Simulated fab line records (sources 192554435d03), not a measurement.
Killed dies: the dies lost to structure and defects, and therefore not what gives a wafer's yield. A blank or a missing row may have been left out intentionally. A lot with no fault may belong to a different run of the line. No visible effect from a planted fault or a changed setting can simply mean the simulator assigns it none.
Lot-split experiment :: flow n5-finfet :: 7 lots, 39 wafers read, on a route of 1938 steps

SPLIT DETAILS
At N5_BEOL_M1_ILD_DEP_00 (deposits SiOC from DEMS/O2, target thk 79 nm, time 15.3 s), the setting target-thk-a was moved away from the recipe's 790 angstrom on 15 of the 39 wafers read, by -57.0% to +55.7%. All remaining wafers had this setting at the recipe value.

Split to reading: the file shows no intervening step.

THE READING
At N5_BEOL_M1_THK_MEAS_01: M1_ILD_THK, given in nm. On this fab line, fault-free wafers typically give 79.1 nm with a standard deviation of 0.98 nm.

wafer: L078.1
tool, chamber at the split: pecvd-02, 1
target-thk-a as run, angstrom: 1230
against the recipe: +55.7%
M1_ILD_THK, nm: 123.4
against lot-mates on the recipe: +43.3

wafer: L078.2
tool, chamber at the split: pecvd-02, 0
target-thk-a as run, angstrom: 790
against the recipe: recipe
M1_ILD_THK, nm: 79.5
against lot-mates on the recipe: -

wafer: L078.3
tool, chamber at the split: pecvd-02, 2
target-thk-a as run, angstrom: 790
against the recipe: recipe
M1_ILD_THK, nm: 79.3
against lot-mates on the recipe: -

wafer: L078.4
tool, chamber at the split: pecvd-02, 2
target-thk-a as run, angstrom: 1230
against the recipe: +55.7%
M1_ILD_THK, nm: 124.1
against lot-mates on the recipe: +44.0

wafer: L078.5
tool, chamber at the split: pecvd-02, 1
target-thk-a as run, angstrom: 790
against the recipe: recipe
M1_ILD_THK, nm: 81.5
against lot-mates on the recipe: -

wafer: L078.6
tool, chamber at the split: pecvd-02, 0
target-thk-a as run, angstrom: 1230
against the recipe: +55.7%
M1_ILD_THK, nm: 124.0
against lot-mates on the recipe: +43.9

wafer: L080.1
tool, chamber at the split: pecvd-04, 2
target-thk-a as run, angstrom: 790
against the recipe: recipe
M1_ILD_THK, nm: 77.7
against lot-mates on the recipe: -

wafer: L080.2
tool, chamber at the split: pecvd-04, 0,1
target-thk-a as run, angstrom: 339.5
against the recipe: -57.0%
M1_ILD_THK, nm: 34.3
against lot-mates on the recipe: -44.2

wafer: L080.3
tool, chamber at the split: pecvd-04, 1
target-thk-a as run, angstrom: 790
against the recipe: recipe
M1_ILD_THK, nm: 78.4
against lot-mates on the recipe: -

wafer: L080.4
tool, chamber at the split: pecvd-04, 0
target-thk-a as run, angstrom: 339.5
against the recipe: -57.0%
M1_ILD_THK, nm: 34.5
against lot-mates on the recipe: -44.0

wafer: L080.5
tool, chamber at the split: pecvd-04, 0,1
target-thk-a as run, angstrom: 339.5
against the recipe: -57.0%
M1_ILD_THK, nm: 34.1
against lot-mates on the recipe: -44.4

wafer: L080.6
tool, chamber at the split: pecvd-04, 2
target-thk-a as run, angstrom: 790
against the recipe: recipe
M1_ILD_THK, nm: 79.5
against lot-mates on the recipe: -

wafer: L083.2
tool, chamber at the split: pecvd-03, 0
target-thk-a as run, angstrom: 790
against the recipe: recipe
M1_ILD_THK, nm: 78.0
against lot-mates on the recipe: -

wafer: L083.3
tool, chamber at the split: pecvd-03, 2
target-thk-a as run, angstrom: 790
against the recipe: recipe
M1_ILD_THK, nm: 78.8
against lot-mates on the recipe: -

wafer: L083.5
tool, chamber at the split: pecvd-03, 1
target-thk-a as run, angstrom: 790
against the recipe: recipe
M1_ILD_THK, nm: 80.0
against lot-mates on the recipe: -

wafer: L087.1
tool, chamber at the split: pecvd-04, 0
target-thk-a as run, angstrom: 790
against the recipe: recipe
M1_ILD_THK, nm: 77.5
against lot-mates on the recipe: -

wafer: L087.2
tool, chamber at the split: pecvd-04, 1
target-thk-a as run, angstrom: 946.4
against the recipe: +19.8%
M1_ILD_THK, nm: 92.9
against lot-mates on the recipe: +14.4

wafer: L087.3
tool, chamber at the split: pecvd-04, 0
target-thk-a as run, angstrom: 790
against the recipe: recipe
M1_ILD_THK, nm: 78.6
against lot-mates on the recipe: -

wafer: L087.4
tool, chamber at the split: pecvd-04, 1
target-thk-a as run, angstrom: 946.4
against the recipe: +19.8%
M1_ILD_THK, nm: 95.0
against lot-mates on the recipe: +16.5

wafer: L087.5
tool, chamber at the split: pecvd-04, 1
target-thk-a as run, angstrom: 946.4
against the recipe: +19.8%
M1_ILD_THK, nm: 94.7
against lot-mates on the recipe: +16.2

wafer: L087.6
tool, chamber at the split: pecvd-04, 0
target-thk-a as run, angstrom: 790
against the recipe: recipe
M1_ILD_THK, nm: 79.4
against lot-mates on the recipe: -

wafer: L090.1
tool, chamber at the split: pecvd-02, 1
target-thk-a as run, angstrom: 790
against the recipe: recipe
M1_ILD_THK, nm: 79.0
against lot-mates on the recipe: -

wafer: L090.2
tool, chamber at the split: pecvd-02, 2
target-thk-a as run, angstrom: 790
against the recipe: recipe
M1_ILD_THK, nm: 78.7
against lot-mates on the recipe: -

wafer: L090.3
tool, chamber at the split: pecvd-02, 0
target-thk-a as run, angstrom: 790
against the recipe: recipe
M1_ILD_THK, nm: 78.8
against lot-mates on the recipe: -

wafer: L090.4
tool, chamber at the split: pecvd-02, 2
target-thk-a as run, angstrom: 790
against the recipe: recipe
M1_ILD_THK, nm: 81.0
against lot-mates on the recipe: -

wafer: L090.5
tool, chamber at the split: pecvd-02, 0
target-thk-a as run, angstrom: 790
against the recipe: recipe
M1_ILD_THK, nm: 80.5
against lot-mates on the recipe: -

wafer: L090.6
tool, chamber at the split: pecvd-02, 1
target-thk-a as run, angstrom: 790
against the recipe: recipe
M1_ILD_THK, nm: 80.6
against lot-mates on the recipe: -

wafer: L096.1
tool, chamber at the split: pecvd-03, 0
target-thk-a as run, angstrom: 520.8
against the recipe: -34.1%
M1_ILD_THK, nm: 51.6
against lot-mates on the recipe: -28.2

wafer: L096.2
tool, chamber at the split: pecvd-03, 2
target-thk-a as run, angstrom: 520.8
against the recipe: -34.1%
M1_ILD_THK, nm: 52.2
against lot-mates on the recipe: -27.6

wafer: L096.3
tool, chamber at the split: pecvd-03, 0
target-thk-a as run, angstrom: 520.8
against the recipe: -34.1%
M1_ILD_THK, nm: 52.6
against lot-mates on the recipe: -27.2

wafer: L096.4
tool, chamber at the split: pecvd-03, 2
target-thk-a as run, angstrom: 790
against the recipe: recipe
M1_ILD_THK, nm: 79.6
against lot-mates on the recipe: -

wafer: L096.5
tool, chamber at the split: pecvd-03, 2
target-thk-a as run, angstrom: 790
against the recipe: recipe
M1_ILD_THK, nm: 80.5
against lot-mates on the recipe: -

wafer: L096.6
tool, chamber at the split: pecvd-03, 0
target-thk-a as run, angstrom: 790
against the recipe: recipe
M1_ILD_THK, nm: 79.3
against lot-mates on the recipe: -

wafer: L097.1
tool, chamber at the split: pecvd-02, 2
target-thk-a as run, angstrom: 790
against the recipe: recipe
M1_ILD_THK, nm: 78.5
against lot-mates on the recipe: -

wafer: L097.2
tool, chamber at the split: pecvd-02, 0
target-thk-a as run, angstrom: 790
against the recipe: recipe
M1_ILD_THK, nm: 78.9
against lot-mates on the recipe: -

wafer: L097.3
tool, chamber at the split: pecvd-02, 1
target-thk-a as run, angstrom: 790
against the recipe: recipe
M1_ILD_THK, nm: 79.1
against lot-mates on the recipe: -

wafer: L097.4
tool, chamber at the split: pecvd-02, 1,2
target-thk-a as run, angstrom: 1016
against the recipe: +28.6%
M1_ILD_THK, nm: 102.9
against lot-mates on the recipe: +24.1

wafer: L097.5
tool, chamber at the split: pecvd-02, 1,2
target-thk-a as run, angstrom: 1016
against the recipe: +28.6%
M1_ILD_THK, nm: 102.9
against lot-mates on the recipe: +24.1

wafer: L097.6
tool, chamber at the split: pecvd-02, 0
target-thk-a as run, angstrom: 1016
against the recipe: +28.6%
M1_ILD_THK, nm: 103.6
against lot-mates on the recipe: +24.8
Rows listing several chambers each stand for several wafers; the file does not say which wafer went through which chamber.

FIT RESULTS
A straight line over all 39 wafers: M1_ILD_THK changes by +0.796 nm for each +1% of target-thk-a; r = +1.00; the points scatter about the line by 0.95 nm.
The same after taking each lot's own level away (the mean of its wafers on the recipe; 39 wafers): +0.791 nm for each +1%; r = +1.00; scatter 0.91 nm.
On that fit, the largest move of target-thk-a shifts the reading by 45 nm.
Measured against the standard deviation above, the lots' own levels, which go from 78.50 to 80.10 nm, span 1.6 times it.
The two slopes agree, so the slope changes little with the lot-to-lot level.
Check: for one of the wafers moved furthest among these (-57.0%), held out of the fit, the line's prediction against its lot-mates is -45.2 nm. Against them it came out at -44.2 nm.

ADDITIONAL SPLITS CARRIED BY THESE WAFERS
Other splits were also applied to these wafers ahead of the reading. Each is held against what the fit with the lots' levels taken away leaves over:
other split on the same wafers: N5_FIN_SAQP_PECVD_48 time-s
wafers away from the commonest value: 15
r with M1_ILD_THK (lot level and that fit taken away): -0.29

other split on the same wafers: N5_BEOL_M0_SAQP_SPACER1_ALD_98 ald-cycles
wafers away from the commonest value: 6
r with M1_ILD_THK (lot level and that fit taken away): +0.05

THE WHOLE CHAIN: every reading that the file lists as answering this split, in the file's order
step: N5_BEOL_M1_ILD_DEP_00
what it does: deposits SiOC from DEMS/O2, target thk 79 nm, time 15.3 s
reading: SiOC_of_BEOL_M1_ILD_DEP_00.thk-nm (the simulator's own value, which no gauge read)
change (the file's fit): +0.792 nm for each +1% of the setting
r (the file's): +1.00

step: N5_BEOL_M1_THK_MEAS_01
what it does: 
reading: M1_ILD_THK
change (the file's fit): +0.792 for each +1% of the setting
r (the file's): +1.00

THE FILE'S OWN FIT
M1_ILD_THK changes by +0.792 nm for each +1% of target-thk-a, r = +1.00.
